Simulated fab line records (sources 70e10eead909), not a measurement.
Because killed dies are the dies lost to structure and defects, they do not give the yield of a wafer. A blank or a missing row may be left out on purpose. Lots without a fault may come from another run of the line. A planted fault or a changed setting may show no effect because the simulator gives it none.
2 desks looking at one fault | flow nand harc | each desk holds nothing but its own numbers, with what lay behind them at the end

FROM THE METROLOGY DESK
Means of the sampled wafers that have a number, per lot and without regard to the tool the lot ran on: this is what the gauges read. If a lot's mean is further than 4 standard deviations from the usual mean, the lot is out of limits and carries the mark OUT (the distance appears in the brackets).
Columns: A = thk nm at NHARC_A_BONDPAD_THK_MEAS_20, usual 169.7 nm
lot  | first seen here | A
L486 | day 23 14:57    | 169.5
L485 | day 23 18:03    | 170.7
L487 | day 24 03:58    | 170.9
L488 | day 24 06:18    | 169.8
L490 | day 24 21:41    | 169.0
L489 | day 24 22:46    | 169.6
L491 | day 25 20:28    | 170.2
L493 | day 27 09:03    | 171.1
L492 | day 27 13:17    | 169.4
L497 | day 28 14:58    | 169.3
L501 | day 30 16:39    | 170.0
L502 | day 30 21:55    | 170.6
Result from this desk: across the 12 lots, nothing is out of limits.

THE TOOL OWNER'S DESK: grinder-01
For each lot that ran on this tool, the mean over its sampled wafers that have a number, from the tool's own readings at NHARC_THIN_TSV_GRIND_00. If a lot's mean is further than 4 standard deviations from the usual mean, the lot is out of limits and carries the mark OUT (the distance appears in the brackets).
Columns: A = motor current A at NHARC_THIN_TSV_GRIND_00, usual 12.002 A
lot  | first seen here | A
L486 | day 24 01:10    | 12.015
L485 | day 24 13:53    | 12.008
L488 | day 24 14:41    | 11.994
L487 | day 24 15:53    | 12.013
L489 | day 25 08:34    | 11.996
L490 | day 25 09:34    | 12.007
L491 | day 26 06:31    | 12.003
L493 | day 27 22:13    | 12.006
L492 | day 27 23:37    | 11.997
L497 | day 29 02:37    | 12.000
L501 | day 31 05:22    | 11.993
L502 | day 31 06:33    | 12.008
Result from this desk: across the 12 lots, nothing is out of limits.

TAKEN TOGETHER
Metrology desk: nothing out of limits seen.
The tool owner's desk saw nothing out of limits.

WHAT THE SIMULATOR HAD INSERTED
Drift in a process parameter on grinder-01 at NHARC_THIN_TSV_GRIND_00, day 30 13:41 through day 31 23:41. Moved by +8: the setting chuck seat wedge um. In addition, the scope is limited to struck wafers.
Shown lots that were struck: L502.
